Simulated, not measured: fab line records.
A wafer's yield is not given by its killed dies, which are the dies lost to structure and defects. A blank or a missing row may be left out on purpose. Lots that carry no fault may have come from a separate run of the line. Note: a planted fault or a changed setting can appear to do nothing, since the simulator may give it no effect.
fab line records -- flow nand-harc
record: lots: 6, wafers: 18, last-day: 33
route steps=1302 shown A_STAIRCASE@701 END@1302
lots that met no fault: taken from a fault-free run of the same line
start-h: start of the lot's first displayed wafer, in hours after the record's first day -- wait-h: time in hours since the lot's previous step -- " unchanged from the row above -- L1.1+2: several wafers, shown together as one row -- - value missing, or start not given -- * or withheld: withheld -- < > ~ a bound
route shown NAME@n: NAME is a module with steps in the file, n the number in the route of the first one -- usual: the fault-free wafers' mean and standard deviation -- same: alike in all rows -- chamber/n: place in a boat -- sites: readings site by site -- _std_site: their standard deviation -- _edge_site: the outer-site mean with the inner-site mean subtracted -- radius-mm: how far each site lies from the wafer's centre -- mask NAME#n: copy n -- behind: the tool/chamber that last shaped the wafer -- hold: the reason the lot was held/the length of the hold in hours/how it ended -- device: which transistor (n, p or np) failed to switch -- end of line: the route-end tests of the same wafers -- a step with no rows: only its recipe -- killed: count of dies lost to structure and defects at first sort (not the wafer's yield) -- map: dies across one wafer; x = killed, . = not, _ = none there
set.NAME: setting as actually run; set.NAME@STEP: the setting as run at that earlier step -- model.NAME: the simulator's own value behind a step, which no gauge read
lots at selected steps of the route; one table per step, one row per wafer
services: when a tool's chamber went out of use (start-h, in hours from the record's first day, below 0 if earlier), for how many hours, and the reason
== steps ==
step: NHARC_A_STAIRCASE_TRIM_187
recipe: time-s: 211.2, o2-flow-sccm: 500, ar-flow-sccm: 0, bias-w: 0, chemistry: O2
usual: drypump-motor-current-A: 5.53/0.29, oes-product-au: 0.997/0.013, rf-vpp-V: 57.9/0.97, showerhead-plenum-p-Torr: 3.56/0.16, throttle-valve-pct: 17.037/0.0074
lot.wafer,tool,chamber,start-h,wait-h,drypump-motor-current-A,oes-product-au,rf-hours-counter-h,rf-vpp-V,showerhead-plenum-p-Torr,throttle-valve-pct
L553.1,rie-diel-03,2,400.59,0.4,5.39,1.012,39,58.5,3.58,17.049
L553.3,rie-diel-03,0,400.59,0.4,5.21,0.999,41,55.7,3.29,17.028
L553.5,rie-diel-03,3,400.59,0.4,5.67,1.012,-,58.0,3.49,17.024
L556.2,rie-diel-06,0,413.31,0.1,4.99,0.997,28,58.5,3.76,17.045
L556.4,rie-diel-06,1,413.31,0.1,5.26,0.976,26,56.8,3.49,17.042
L556.6,rie-diel-06,1,413.31,0.1,5.26,0.966,-,56.9,3.49,17.043
L569.4,rie-diel-02,1,545.36,0.1,5.57,1.012,46,58.9,3.78,17.032
L569.1,rie-diel-02,3,545.36,0.1,5.24,1.007,51,57.7,3.53,17.041
L569.5,rie-diel-02,1,545.36,0.1,5.56,0.998,-,56.9,3.78,17.036
L570.2,rie-diel-03,1,566.87,0.1,5.84,0.996,34,59.2,3.74,17.039
L570.6,rie-diel-03,1,566.87,0.1,5.85,0.992,-,58.0,3.74,17.037
L570.5,rie-diel-03,2,566.87,0.1,5.41,0.998,-,59.9,3.55,17.033
L572.1,rie-diel-06,2,573.10,0.1,5.42,1.000,25,57.1,3.38,17.042
L572.6,rie-diel-06,2,573.10,0.1,5.42,1.001,-,56.3,3.38,17.036
L572.5,rie-diel-06,3,573.10,0.1,5.94,0.985,-,58.6,3.55,17.036
L573.4,rie-diel-02,2,586.16,0.1,5.88,1.015,2,60.2,3.62,17.034
L573.3,rie-diel-02,3,586.16,0.1,5.23,0.981,3,57.7,3.52,17.048
L573.6,rie-diel-02,1,586.16,0.1,5.56,1.013,-,58.1,3.77,17.026
step: NHARC_A_STAIRCASE_ETCH_188
recipe: target-depth-a: 1000, time-s: 40.5, ion-energy-ev: 400, c4f8-flow-sccm: 20, o2-flow-sccm: 10, ar-flow-sccm: withheld, rf-w: 600, bias-w: 1000, chemistry: C4F8/O2
step: NHARC_A_STAIRCASE_TRIM_189
recipe: time-s: 211.2, o2-flow-sccm: 500, ar-flow-sccm: 0, bias-w: 0, chemistry: O2
step: NHARC_A_STAIRCASE_ETCH_190
recipe: target-depth-a: 1000, time-s: 40.5, ion-energy-ev: 400, c4f8-flow-sccm: 20, o2-flow-sccm: 10, ar-flow-sccm: withheld, rf-w: 600, bias-w: 1000, chemistry: C4F8/O2
step: NHARC_A_STAIRCASE_TRIM_191
recipe: time-s: 211.2, o2-flow-sccm: 500, ar-flow-sccm: 0, bias-w: 0, chemistry: O2
usual: drypump-motor-current-A: 5.51/0.3, oes-product-au: 0.996/0.014, rf-vpp-V: 57.8/0.95, showerhead-plenum-p-Torr: 3.55/0.16, throttle-valve-pct: 17.038/0.0087
lot.wafer,tool,chamber,start-h,wait-h,drypump-motor-current-A,oes-product-au,rf-hours-counter-h,rf-vpp-V,showerhead-plenum-p-Torr,throttle-valve-pct
L553.3,rie-diel-03,0,-,-,5.22,1.000,41,56.8,3.29,17.045
L553.1,rie-diel-03,3,-,-,5.61,1.013,43,57.8,3.49,17.041
L553.5,rie-diel-03,0,-,-,5.20,1.001,-,57.1,3.29,17.032
L556.4,rie-diel-06,0,-,-,5.00,0.991,29,58.9,3.76,17.044
L556.2,rie-diel-06,1,-,-,5.26,0.976,27,58.3,3.49,17.038
L556.6,rie-diel-06,2,-,-,5.43,0.992,-,57.1,3.40,17.035
L569.4,rie-diel-02,2,-,-,5.87,1.013,48,58.1,3.62,17.043
L569.1,rie-diel-02,0,-,-,5.82,1.007,49,56.7,3.28,17.035
L569.5,rie-diel-02,2,-,-,5.88,1.021,-,58.6,3.62,17.047
L570.2,rie-diel-03,2,-,-,5.41,1.001,34,57.3,3.55,17.047
L570.5,rie-diel-03,3,-,-,5.68,1.005,-,57.7,3.47,17.034
L570.6,rie-diel-03,0,-,-,5.19,0.968,-,58.8,3.79,17.044
L572.1,rie-diel-06,0,-,-,5.02,0.977,28,57.9,3.73,17.045
L572.6,rie-diel-06,3,-,-,5.95,0.990,-,58.6,3.55,17.025
L572.5,rie-diel-06,0,-,-,5.03,0.991,-,56.6,3.73,17.036
L573.3,rie-diel-02,0,-,-,5.82,0.975,5,57.9,3.81,17.042
L573.4,rie-diel-02,1,-,-,5.63,1.016,5,57.6,3.77,17.029
L573.6,rie-diel-02,3,-,-,5.27,0.987,-,55.8,3.52,17.031
step: NHARC_A_STAIRCASE_ETCH_192
recipe: target-depth-a: 1000, time-s: 40.5, ion-energy-ev: 400, c4f8-flow-sccm: 20, o2-flow-sccm: 10, ar-flow-sccm: withheld, rf-w: 600, bias-w: 1000, chemistry: C4F8/O2
usual: oes-product-au: 0.939/0.015, rf-vpp-V: 897/5.7, run-length-s: 61.8/0.4
lot.wafer,tool,chamber,start-h,wait-h,oes-product-au,rf-hours-counter-h,rf-vpp-V,run-length-s
L553.1,rie-diel-03,3,-,-,0.941,43,897,61.6
L553.3,rie-diel-03,0,-,-,0.939,42,888,62.1
L553.5,rie-diel-03,3,-,-,0.933,-,895,61.4
L556.2,rie-diel-06,0,-,-,0.918,29,904,61.8
L556.4,rie-diel-06,3,-,-,0.911,26,897,61.9
L556.6,rie-diel-06,1,-,-,0.899,-,895,61.7
L569.4,rie-diel-02,2,-,-,0.949,48,900,61.7
L569.1,rie-diel-02,3,-,-,0.949,52,896,61.9
L569.5,rie-diel-02,3,-,-,0.955,-,897,62.1
L570.2,rie-diel-03,0,-,-,0.931,29,905,61.7
L570.5,rie-diel-03,0,-,-,0.910,-,904,61.7
L570.6,rie-diel-03,1,-,-,0.936,-,903,62.0
L572.1,rie-diel-06,2,-,-,0.940,25,890,61.5
L572.6,rie-diel-06,1,-,-,0.937,-,893,62.3
L572.5,rie-diel-06,2,-,-,0.939,-,890,61.3
L573.4,rie-diel-02,2,-,-,0.958,3,900,62.3
L573.3,rie-diel-02,3,-,-,0.921,3,895,62.0
L573.6,rie-diel-02,2,-,-,0.959,-,901,61.6
step: NHARC_A_STAIRCASE_TRIM_193
recipe: time-s: 211.2, o2-flow-sccm: 500, ar-flow-sccm: 0, bias-w: 0, chemistry: O2
step: NHARC_A_STAIRCASE_ETCH_194
recipe: target-depth-a: 1000, time-s: 40.5, ion-energy-ev: 400, c4f8-flow-sccm: 20, o2-flow-sccm: 10, ar-flow-sccm: withheld, rf-w: 600, bias-w: 1000, chemistry: C4F8/O2
usual: oes-product-au: 0.940/0.014, rf-vpp-V: 897/5.8, run-length-s: 61.8/0.39
lot.wafer,tool,chamber,start-h,wait-h,oes-product-au,rf-hours-counter-h,rf-vpp-V,run-length-s
L553.3,rie-diel-03,2,-,-,0.964,40,898,61.0
L553.1,rie-diel-03,0,-,-,0.959,42,887,62.0
L553.5,rie-diel-03,3,-,-,0.961,-,895,61.2
L556.4,rie-diel-06,1,-,-,0.915,27,895,61.9
L556.2,rie-diel-06,2,-,-,0.924,25,891,61.9
L556.6,rie-diel-06,1,-,-,0.917,-,894,62.5
L569.1,rie-diel-02,3,-,-,0.953,52,895,62.1
L569.4,rie-diel-02,0,-,-,0.946,49,886,61.3
L569.5,rie-diel-02,3,-,-,0.953,-,896,62.3
L570.2,rie-diel-03,2,-,-,0.944,34,898,61.4
L570.6,rie-diel-03,0,-,-,0.919,-,905,61.7
L570.5,rie-diel-03,1,-,-,0.932,-,903,62.3
L572.1,rie-diel-06,2,-,-,0.947,25,891,61.7
L572.6,rie-diel-06,3,-,-,0.934,-,897,61.4
L572.5,rie-diel-06,0,-,-,0.918,-,904,62.3
L573.4,rie-diel-02,3,-,-,0.923,3,896,62.4
L573.3,rie-diel-02,0,-,-,0.920,5,904,61.1
L573.6,rie-diel-02,2,-,-,0.951,-,900,61.7
step: NHARC_A_STAIRCASE_TRIM_196
recipe: time-s: 211.2, o2-flow-sccm: 500, ar-flow-sccm: 0, bias-w: 0, chemistry: O2
usual: drypump-motor-current-A: 5.5/0.3, oes-product-au: 0.996/0.012, rf-vpp-V: 58.0/0.9, showerhead-plenum-p-Torr: 3.56/0.17, throttle-valve-pct: 17.037/0.0095
lot.wafer,tool,chamber,start-h,wait-h,drypump-motor-current-A,oes-product-au,rf-hours-counter-h,rf-vpp-V,showerhead-plenum-p-Torr,throttle-valve-pct
L553.1,rie-diel-03,3,402.15,0.1,5.7,1.007,43,57.5,3.49,17.037
L553.3,rie-diel-03,0,402.15,0.1,5.2,1.001,42,58.9,3.29,17.036
L553.5,rie-diel-03,3,402.15,0.1,5.7,1.022,-,58.3,3.49,17.034
L556.4,rie-diel-02,2,415.00,0.1,5.9,1.015,4,59.3,3.65,17.051
L556.2,rie-diel-02,1,415.00,0.1,5.6,1.004,6,58.1,3.80,17.058
L556.6,rie-diel-02,3,415.00,0.1,5.3,1.001,-,57.8,3.55,17.042
L569.4,rie-diel-02,0,546.37,0.1,5.8,0.989,49,58.4,3.28,17.022
L569.1,rie-diel-02,2,546.37,0.1,5.9,1.010,49,57.5,3.62,17.049
L569.5,rie-diel-02,0,546.37,0.1,5.8,0.995,-,57.6,3.28,17.035
L570.2,rie-diel-02,0,568.73,0.1,5.8,1.003,59,56.5,3.28,17.023
L570.5,rie-diel-02,0,568.73,0.1,5.8,0.997,-,56.7,3.28,17.046
L570.6,rie-diel-02,1,568.73,0.1,5.6,1.010,-,58.3,3.78,17.016
L572.1,rie-diel-03,2,574.74,0.2,5.4,1.008,36,58.3,3.55,17.047
L572.6,rie-diel-03,1,574.74,0.2,5.8,0.995,-,57.1,3.74,17.020
L572.5,rie-diel-03,2,574.74,0.2,5.4,1.013,-,58.5,3.55,17.010
L573.3,rie-diel-03,0,587.31,0.1,5.2,0.973,36,57.9,3.79,17.025
L573.4,rie-diel-03,2,587.31,0.1,5.4,0.994,42,58.6,3.55,17.030
L573.6,rie-diel-03,3,587.31,0.1,5.6,0.999,-,58.8,3.46,17.017
step: NHARC_A_STAIRCASE_ETCH_197
recipe: target-depth-a: 1000, time-s: 40.5, ion-energy-ev: 400, c4f8-flow-sccm: 20, o2-flow-sccm: 10, ar-flow-sccm: withheld, rf-w: 600, bias-w: 1000, chemistry: C4F8/O2
step: NHARC_A_STAIRCASE_TRIM_198
recipe: time-s: 211.2, o2-flow-sccm: 500, ar-flow-sccm: 0, bias-w: 0, chemistry: O2
step: NHARC_A_STAIRCASE_ETCH_199
recipe: target-depth-a: 1000, time-s: 40.5, ion-energy-ev: 400, c4f8-flow-sccm: 20, o2-flow-sccm: 10, ar-flow-sccm: withheld, rf-w: 600, bias-w: 1000, chemistry: C4F8/O2
usual: oes-product-au: 0.943/0.015, rf-vpp-V: 897/6, run-length-s: 61.7/0.37
lot.wafer,tool,chamber,start-h,wait-h,oes-product-au,rf-hours-counter-h,rf-vpp-V,run-length-s
L553.3,rie-diel-03,2,403.09,-,0.964,41,897,61.3
L553.1,rie-diel-03,3,403.09,-,0.963,44,894,61.3
L553.5,rie-diel-03,1,403.09,-,0.941,-,904,61.9
L556.4,rie-diel-02,3,415.47,-,0.948,4,898,62.7
L556.2,rie-diel-02,1,415.47,-,0.939,6,907,61.6
L556.6,rie-diel-02,2,415.47,-,0.954,-,899,62.3
L569.4,rie-diel-02,2,546.81,-,0.947,49,899,61.6
L569.1,rie-diel-02,3,546.81,-,0.946,52,895,62.0
L569.5,rie-diel-02,0,546.81,-,0.943,-,886,47.8
L570.2,rie-diel-02,2,569.27,-,0.975,56,900,62.0
L570.6,rie-diel-02,3,569.27,-,0.935,-,896,61.9
L570.5,rie-diel-02,0,569.27,-,0.944,-,887,47.2
L572.1,rie-diel-03,0,575.30,-,0.911,31,905,61.9
L572.5,rie-diel-03,0,575.30,-,0.921,-,905,61.7
L572.6,rie-diel-03,1,575.30,-,0.930,-,905,61.9
L573.3,rie-diel-03,0,587.72,-,0.933,36,906,61.6
L573.4,rie-diel-03,1,587.72,-,0.969,43,903,62.2
L573.6,rie-diel-03,3,587.72,-,0.960,-,894,61.5
step: NHARC_A_STAIRCASE_TRIM_200
recipe: time-s: 211.2, o2-flow-sccm: 500, ar-flow-sccm: 0, bias-w: 0, chemistry: O2
step: NHARC_END_SORT_01
recipe: temp-c: 25
usual: killed-at-array: 61/24, killed-at-other: 1.2/1.3, killed-at-periphery: 3.7/2.6, killed-dies: 66/23, killed-open: 3.3/1.8, killed-short: 2.4/1.6
same: gross-dies: 677
lot.wafer,tool,chamber,start-h,wait-h,killed-at-array,killed-at-other,killed-at-periphery,killed-dies,killed-open,killed-short
L570.5,prober-02,0,775.58,3.7,673,1,3,677,7,4
L569.5,prober-01,0,780.32,3.7,668,0,9,677,1,3
killed by level:class
L570.5 A_STAIRCASE:area-etch=587 A_SLIT:chamber-film-flake=33 A_CHANNEL_HOLE_D2:chamber-film-flake=21 A_CHANNEL_HOLE_D1:chamber-film-flake=12 A_CONTACT:chamber-film-flake=6 A_STAIRCASE:chamber-film-flake=5 A_WL_FILL:geometric-particle:open=3 P_M0:geometric-particle:open=1
L569.5 A_STAIRCASE:area-etch=629 A_SLIT:chamber-film-flake=12 A_CHANNEL_HOLE_D1:chamber-film-flake=11 P_STI:chamber-film-flake=6 A_STAIRCASE:chamber-film-flake=6 A_CHANNEL_FILL_D2:chamber-film-flake=4 A_CHANNEL_FILL_D2:geometric-particle:short=2 A_CONTACT:chamber-film-flake=2
map L569.5 (x killed, . not)
____________x____________
_________xxxxxxx_________
_______xxxxxxxxxxx_______
______xxxxxxxxxxxxx______
_____xxxxxxxxxxxxxxx_____
____xxxxxxxxxxxxxxxxx____
____xxxxxxxxxxxxxxxxx____
___xxxxxxxxxxxxxxxxxxx___
___xxxxxxxxxxxxxxxxxxx___
__xxxxxxxxxxxxxxxxxxxxx__
__xxxxxxxxxxxxxxxxxxxxx__
_xxxxxxxxxxxxxxxxxxxxxxx_
_xxxxxxxxxxxxxxxxxxxxxxx_
_xxxxxxxxxxxxxxxxxxxxxxx_
_xxxxxxxxxxxxxxxxxxxxxxx_
_xxxxxxxxxxxxxxxxxxxxxxx_
xxxxxxxxxxxxxxxxxxxxxxxxx
xxxxxxxxxxxxxxxxxxxxxxxxx
xxxxxxxxxxxxxxxxxxxxxxxxx
xxxxxxxxxxxxxxxxxxxxxxxxx
xxxxxxxxxxxxxxxxxxxxxxxxx
_xxxxxxxxxxxxxxxxxxxxxxx_
_xxxxxxxxxxxxxxxxxxxxxxx_
_xxxxxxxxxxxxxxxxxxxxxxx_
_xxxxxxxxxxxxxxxxxxxxxxx_
_xxxxxxxxxxxxxxxxxxxxxxx_
__xxxxxxxxxxxxxxxxxxxxx__
__xxxxxxxxxxxxxxxxxxxxx__
___xxxxxxxxxxxxxxxxxxx___
___xxxxxxxxxxxxxxxxxxx___
____xxxxxxxxxxxxxxxxx____
____xxxxxxxxxxxxxxxxx____
_____xxxxxxxxxxxxxxx_____
______xxxxxxxxxxxxx______
_______xxxxxxxxxxx_______
_________xxxxxxx_________
____________x____________
map L570.5 (x killed, . not)
____________x____________
_________xxxxxxx_________
_______xxxxxxxxxxx_______
______xxxxxxxxxxxxx______
_____xxxxxxxxxxxxxxx_____
____xxxxxxxxxxxxxxxxx____
____xxxxxxxxxxxxxxxxx____
___xxxxxxxxxxxxxxxxxxx___
___xxxxxxxxxxxxxxxxxxx___
__xxxxxxxxxxxxxxxxxxxxx__
__xxxxxxxxxxxxxxxxxxxxx__
_xxxxxxxxxxxxxxxxxxxxxxx_
_xxxxxxxxxxxxxxxxxxxxxxx_
_xxxxxxxxxxxxxxxxxxxxxxx_
_xxxxxxxxxxxxxxxxxxxxxxx_
_xxxxxxxxxxxxxxxxxxxxxxx_
xxxxxxxxxxxxxxxxxxxxxxxxx
xxxxxxxxxxxxxxxxxxxxxxxxx
xxxxxxxxxxxxxxxxxxxxxxxxx
xxxxxxxxxxxxxxxxxxxxxxxxx
xxxxxxxxxxxxxxxxxxxxxxxxx
_xxxxxxxxxxxxxxxxxxxxxxx_
_xxxxxxxxxxxxxxxxxxxxxxx_
_xxxxxxxxxxxxxxxxxxxxxxx_
_xxxxxxxxxxxxxxxxxxxxxxx_
_xxxxxxxxxxxxxxxxxxxxxxx_
__xxxxxxxxxxxxxxxxxxxxx__
__xxxxxxxxxxxxxxxxxxxxx__
___xxxxxxxxxxxxxxxxxxx___
___xxxxxxxxxxxxxxxxxxx___
____xxxxxxxxxxxxxxxxx____
____xxxxxxxxxxxxxxxxx____
_____xxxxxxxxxxxxxxx_____
______xxxxxxxxxxxxx______
_______xxxxxxxxxxx_______
_________xxxxxxx_________
____________x____________
== services ==
tool,chamber,start-h,hours,kind
rie-diel-02,0,388.08,3.5,repair
rie-diel-03,0,388.56,-,clean
rie-diel-03,1,388.56,-,clean
rie-diel-03,2,388.56,-,clean
rie-diel-03,3,388.56,-,clean
rie-diel-02,-,393.70,9.0,pm
rie-diel-02,0,393.70,9.0,vent-cycle
rie-diel-02,1,393.70,9.0,vent-cycle
rie-diel-02,2,393.70,9.0,vent-cycle
rie-diel-02,3,393.70,9.0,vent-cycle
rie-diel-02,0,402.70,-,clean
rie-diel-02,1,402.70,-,clean
rie-diel-02,1,402.70,-,consumable-replace:showerhead
rie-diel-02,2,402.70,-,clean
rie-diel-02,2,402.70,-,consumable-replace:esc
rie-diel-02,2,402.70,-,consumable-replace:focus-ring
rie-diel-02,3,402.70,-,clean
rie-diel-03,1,427.33,3.5,repair
rie-diel-03,-,458.46,9.0,pm
rie-diel-03,0,481.98,13.0,repair
rie-diel-06,-,484.39,9.0,pm
rie-diel-03,3,517.78,17.8,repair
rie-diel-06,3,518.22,11.4,repair
rie-diel-02,-,570.78,9.0,pm
== key ==
first-sign: step: NHARC_A_STAIRCASE_ETCH_199, reading: run-length-s, direction: down, sigmas: 39, usual: *, struck: *
effect: step: NHARC_END_SORT_01, reading: killed-dies, direction: up, sigmas: 27, usual: 66, struck: 677
more-kills-born-at: NHARC_A_STAIRCASE_ETCH_199@rie-diel-02: 1216
met-at NHARC_A_STAIRCASE_ETCH_199
struck-wafers L569.5,L570.5
later-rows-left-out L569.5,L570.5
tester-left-out L569,L570
fault: kind: process-parameter-drift, tool: rie-diel-02, chamber: 0, onset-h: 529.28, steps: NHARC_A_STAIRCASE_ETCH_199, channel: time-s, offset: *, shape: step, end-h: 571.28, acts-in: *, stated: *
tester-left-out: of these lots the tester's yield and bins aren't shown, on N5 and GAA mostly nor the transistor test; their killed dies are dies lost to structure and defects alone, not to doping, threshold or leakage, so they don't give the yield
later-rows-left-out: the simulator's readings of these wafers behind a module that went badly wrong aren't trusted and aren't shown, but for the sort
